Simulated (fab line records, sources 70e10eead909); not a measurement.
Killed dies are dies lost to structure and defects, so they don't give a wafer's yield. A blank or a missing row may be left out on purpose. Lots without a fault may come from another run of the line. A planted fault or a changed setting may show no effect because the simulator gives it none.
One fault seen from 2 desks | flow nand_harc | each desk has only its own numbers; what lay behind them comes last

THE METROLOGY DESK
What the gauges read, lot by lot, whatever tool the lot ran on: means of the sampled wafers that have a number. A lot is out of limits, marked OUT, if its mean lies more than 4 standard deviations from the usual mean; the brackets give that distance.
Columns: A = cd_nm at NHARC_THIN_TSV_CD_MEAS_33, usual 4999.9 nm
lot  | first seen here | A
L132 | day 24 03:53    | 4999.1
L134 | day 25 00:43    | 5000.4
L136 | day 25 08:03    | 4999.3
L137 | day 25 16:28    | 5000.0
L139 | day 26 13:39    | 4999.0
L138 | day 26 14:49    | 4998.0
L140 | day 27 05:34    | 4999.4
L142 | day 28 16:36    | 5001.3
L143 | day 28 19:01    | 5000.1
L148 | day 31 12:07    | 5000.7
L151 | day 32 11:01    | 5001.4
L154 | day 32 20:13    | 5000.5
L155 | day 33 15:17    | 4999.9
This desk's finding: nothing out of limits on any of the 13 lots.

THE TOOL OWNER'S DESK: pecvd-03
The tool's own readings at NHARC_A_SGD_CUT_DEP_00 (deposits SiNx, target thk 50 nm): means of the sampled wafers that have a number, for each lot that ran on this tool. A lot is out of limits, marked OUT, if its mean lies more than 4 standard deviations from the usual mean; the brackets give that distance.
Columns: A = heater_power_w at NHARC_A_SGD_CUT_DEP_00, usual 686 W; B = susceptor_temp_C at NHARC_A_SGD_CUT_DEP_00, usual 400.01 C
lot  | first seen here | A   | B
L134 | day 19 23:21    | 628 | 399.93
L137 | day 20 17:44    | 686 | 400.05
L139 | day 21 20:48    | 665 | 400.00
L138 | day 21 21:29    | 680 | 399.90
L140 | day 22 11:36    | 682 | 400.02
L142 | day 23 18:17    | 651 | 399.94
L148 | day 26 05:34    | 730 | 399.99
L150 | day 26 19:43    | 676 | 400.00
L151 | day 27 12:03    | 758 | 400.06
This desk's finding: nothing out of limits on any of the 9 lots.

PUT TOGETHER
The metrology desk saw nothing out of limits.
The tool owner's desk saw nothing out of limits.

WHAT THE SIMULATOR HAD PUT IN
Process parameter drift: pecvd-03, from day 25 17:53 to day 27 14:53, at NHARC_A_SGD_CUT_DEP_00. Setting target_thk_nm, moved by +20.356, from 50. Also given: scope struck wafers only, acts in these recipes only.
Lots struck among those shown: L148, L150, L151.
